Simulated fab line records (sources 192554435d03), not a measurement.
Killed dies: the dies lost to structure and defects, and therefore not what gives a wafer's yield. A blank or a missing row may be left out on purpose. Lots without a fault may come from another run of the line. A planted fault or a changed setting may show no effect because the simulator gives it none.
Chamber matching + flow n5-finfet + N5_GATE_CUT_ETCH_28 on rie-diel-03: 4 sister chambers
The step etches underlayer in N2/H2, target depth 13 nm, time 10.4 s. 24 wafers are shown with their chamber, then 12 later ones without.

== WAFERS WITH THEIR CHAMBER ==
| wafer  | chamber | showerhead-plenum-p-Torr (Torr) | drypump-motor-current-A (A) | throttle-valve-pct (%) |
|--------|---------|---------------------------------|-----------------------------|------------------------|
| L075.1 | 0       | 2.55                            | 5.9                         | 17.84                  |
| L075.4 | 3       | 2.71                            | 5.6                         | 17.52                  |
| L075.5 | 3       | 2.71                            | 5.7                         | 17.54                  |
| L076.2 | 1       | 2.43                            | 6.0                         | 17.90                  |
| L076.3 | 2       | 2.56                            | 5.0                         | 17.82                  |
| L076.6 | 3       | 2.71                            | 5.6                         | 17.51                  |
| L077.1 | 3       | 2.71                            | 5.6                         | 17.55                  |
| L077.2 | 0       | 2.55                            | 5.9                         | 17.89                  |
| L077.4 | 1       | 2.43                            | 6.0                         | 17.90                  |
| L078.1 | 1       | 2.43                            | 6.0                         | 17.89                  |
| L078.2 | 2       | 2.56                            | 5.0                         | 17.80                  |
| L078.6 | 1       | 2.43                            | 6.0                         | 17.90                  |
| L080.2 | 1       | 2.43                            | 6.0                         | 17.90                  |
| L080.3 | 2       | 2.55                            | 5.0                         | 17.83                  |
| L080.4 | 0       | 2.55                            | 5.9                         | 17.89                  |
| L085.2 | 0       | 2.55                            | 5.9                         | 17.90                  |
| L085.5 | 0       | 2.55                            | 5.9                         | 17.89                  |
| L085.6 | 1       | 2.42                            | 6.0                         | 17.91                  |
| L086.1 | 0       | 2.55                            | 5.9                         | 17.89                  |
| L086.2 | 3       | 2.70                            | 5.6                         | 17.56                  |
| L086.5 | 2       | 2.55                            | 5.0                         | 17.82                  |
| L090.1 | 2       | 2.55                            | 5.1                         | 17.84                  |
| L090.2 | 1       | 2.42                            | 6.0                         | 17.93                  |
| L090.6 | 3       | 2.70                            | 5.6                         | 17.57                  |

SIGNATURES (means of the wafers above)
| reading                  | chamber 0 | chamber 1 | chamber 2 | chamber 3 | scatter within a chamber |
|--------------------------|-----------|-----------|-----------|-----------|--------------------------|
| showerhead-plenum-p-Torr | 2.5500    | 2.4271    | 2.5540    | 2.7067    | 0.00445                  |
| drypump-motor-current-A  | 5.900     | 6.000     | 5.020     | 5.617     | 0.0286                   |
| throttle-valve-pct       | 17.8833   | 17.9043   | 17.8220   | 17.5417   | 0.0185                   |
Rule: for a wafer and a chamber, the distance is found by dividing, reading by reading, the gap between the wafer's reading and the chamber's mean by the reading's scatter, squaring, summing and taking the root. The wafer belongs to the nearest chamber; if the next one is less than 2 further off, it can't be placed. How the scatter is found: for the shown wafers, subtract from each reading the mean of its chamber, square and add these, divide the total by (wafers less chambers), then take the root.

== WAFERS WHOSE CHAMBER IS MISSING ==
| wafer  | showerhead-plenum-p-Torr (Torr) | drypump-motor-current-A (A) | throttle-valve-pct (%) |
|--------|---------------------------------|-----------------------------|------------------------|
| L091.4 | 2.70                            | 5.7                         | 17.59                  |
| L091.5 | 2.54                            | 6.0                         | 17.95                  |
| L091.6 | 2.70                            | 5.6                         | 17.60                  |
| L093.1 | 2.54                            | 5.0                         | 17.84                  |
| L093.3 | 2.70                            | 5.6                         | 17.58                  |
| L093.4 | 2.42                            | 6.0                         | 17.95                  |
| L095.2 | 2.54                            | 5.9                         | 17.92                  |
| L095.4 | 2.54                            | 5.0                         | 17.85                  |
| L095.5 | 2.54                            | 5.9                         | 17.93                  |
| L096.1 | 2.41                            | 6.0                         | 17.95                  |
| L096.4 | 2.54                            | 5.9                         | 17.94                  |
| L096.5 | 2.54                            | 5.9                         | 17.95                  |

== WHICH CHAMBER EACH ONE RAN IN ==
| wafer  | from the rows above | in truth |
|--------|---------------------|----------|
| L091.4 | 3                   | 3        |
| L091.5 | 0                   | 0        |
| L091.6 | 3                   | 3        |
| L093.1 | 2                   | 2        |
| L093.3 | 3                   | 3        |
| L093.4 | 1                   | 1        |
| L095.2 | 0                   | 0        |
| L095.4 | 2                   | 2        |
| L095.5 | 0                   | 0        |
| L096.1 | 1                   | 1        |
| L096.4 | 0                   | 0        |
| L096.5 | 0                   | 0        |
Correct placement for 12 of the 12. Not placeable from these rows: 0. 0 placed wrongly.
